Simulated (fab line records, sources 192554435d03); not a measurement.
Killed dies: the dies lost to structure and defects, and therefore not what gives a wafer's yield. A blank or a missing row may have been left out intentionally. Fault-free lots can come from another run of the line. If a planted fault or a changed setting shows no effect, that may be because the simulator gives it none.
Matching of chambers | flow n5_finfet | N5_STI_FIN_REVEAL_ETCHBACK_08 on rie_diel-03: 4 sister chambers
The step etches SiO2 in C4F6/O2, target depth 30.5 nm, time 10.167 s. 8 wafers are shown with their chamber, then 7 later ones without.

EACH WAFER AND ITS CHAMBER
wafer  | chamber | rf_vpp_V (V) | throttle_valve_pct (%)
L077.2 | 1       | 674          | 21.14
L083.3 | 1       | 673          | 21.15
L083.6 | 0       | 665          | 21.21
L091.4 | 0       | 665          | 21.23
L091.5 | 3       | 631          | 21.24
L091.6 | 2       | 681          | 20.99
L093.1 | 2       | 681          | 21.00
L093.4 | 3       | 631          | 21.27

WAFERS WHOSE CHAMBER IS MISSING
wafer  | rf_vpp_V (V) | throttle_valve_pct (%)
L093.5 | 681          | 21.02
L094.4 | 665          | 21.23
L094.5 | 665          | 21.24
L094.6 | 673          | 21.20
L095.1 | 666          | 21.25
L095.3 | 632          | 21.28
L095.6 | 682          | 21.02

THE CHAMBER EACH PASSED THROUGH
wafer  | from the rows above | in truth
L093.5 | 2                   | 2
L094.4 | 0                   | 0
L094.5 | 0                   | 0
L094.6 | 1                   | 1
L095.1 | 0                   | 0
L095.3 | 3                   | 3
L095.6 | 2                   | 2
7 of 7 placed correctly. Not placeable from these rows: 0. Wrongly placed: 0.
How it was worked out, from the rows above alone: a wafer's distance from a chamber is the root of the sum, over the readings, of the square of ((its reading less the chamber's mean) divided by the reading's scatter). The wafer belongs to the nearest chamber; if the next one is less than 2 further off, it can't be placed. A chamber's mean is the mean of its shown wafers. How the scatter is found: for the shown wafers, subtract from each reading the mean of its chamber, square and add these, divide the total by (wafers less chambers), then take the root.
